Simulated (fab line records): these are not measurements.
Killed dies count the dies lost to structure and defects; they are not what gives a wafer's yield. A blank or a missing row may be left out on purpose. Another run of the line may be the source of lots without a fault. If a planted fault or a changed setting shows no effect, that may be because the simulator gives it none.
Chamber matching || flow nand-harc || NHARC_A_STAIRCASE_ETCH_271 on rie-diel-10: 4 sister chambers
The step etches the open film in CF4/CHF3. 4 wafers are shown with their chamber, then 9 later ones without.

== EACH WAFER AND ITS CHAMBER ==
{"wafer": "L081.5", "chamber": 2, "showerhead-plenum-p-Torr (Torr)": 1.55}
{"wafer": "L086.3", "chamber": 3, "showerhead-plenum-p-Torr (Torr)": 1.69}
{"wafer": "L086.5", "chamber": 0, "showerhead-plenum-p-Torr (Torr)": 1.56}
{"wafer": "L086.6", "chamber": 1, "showerhead-plenum-p-Torr (Torr)": 1.60}

== WAFERS WHOSE CHAMBER IS MISSING ==
{"wafer": "L092.1", "showerhead-plenum-p-Torr (Torr)": 1.54}
{"wafer": "L092.3", "showerhead-plenum-p-Torr (Torr)": 1.55}
{"wafer": "L092.4", "showerhead-plenum-p-Torr (Torr)": 1.69}
{"wafer": "L093.1", "showerhead-plenum-p-Torr (Torr)": 1.55}
{"wafer": "L093.2", "showerhead-plenum-p-Torr (Torr)": 1.69}
{"wafer": "L093.6", "showerhead-plenum-p-Torr (Torr)": 1.54}
{"wafer": "L095.1", "showerhead-plenum-p-Torr (Torr)": 1.68}
{"wafer": "L095.2", "showerhead-plenum-p-Torr (Torr)": 1.59}
{"wafer": "L095.5", "showerhead-plenum-p-Torr (Torr)": 1.68}

== THE CHAMBER EACH PASSED THROUGH ==
{"wafer": "L092.1", "from the rows above": "can't be placed: 2 or 0", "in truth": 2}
{"wafer": "L092.3", "from the rows above": "can't be placed: 2 or 0", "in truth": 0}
{"wafer": "L092.4", "from the rows above": 3, "in truth": 3}
{"wafer": "L093.1", "from the rows above": "can't be placed: 2 or 0", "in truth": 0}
{"wafer": "L093.2", "from the rows above": 3, "in truth": 3}
{"wafer": "L093.6", "from the rows above": "can't be placed: 2 or 0", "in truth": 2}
{"wafer": "L095.1", "from the rows above": 3, "in truth": 3}
{"wafer": "L095.2", "from the rows above": 1, "in truth": 1}
{"wafer": "L095.5", "from the rows above": 3, "in truth": 3}
Correct placement for 5 of the 9. Not placeable from these rows: 4 (in 4, the candidates include the true chamber). 0 placed wrongly.
How it was worked out, from the rows above alone: a wafer's distance from a chamber is the root of the sum, over the readings, of the square of ((its reading less the chamber's mean) divided by the reading's scatter). The wafer belongs to the nearest chamber; if the next one is less than 2 further off, it can't be placed. The mean given for a chamber averages the wafers shown for that chamber. The scatter: root of mean squared gap, hidden wafer to nearest shown wafer, with one shown wafer a chamber.
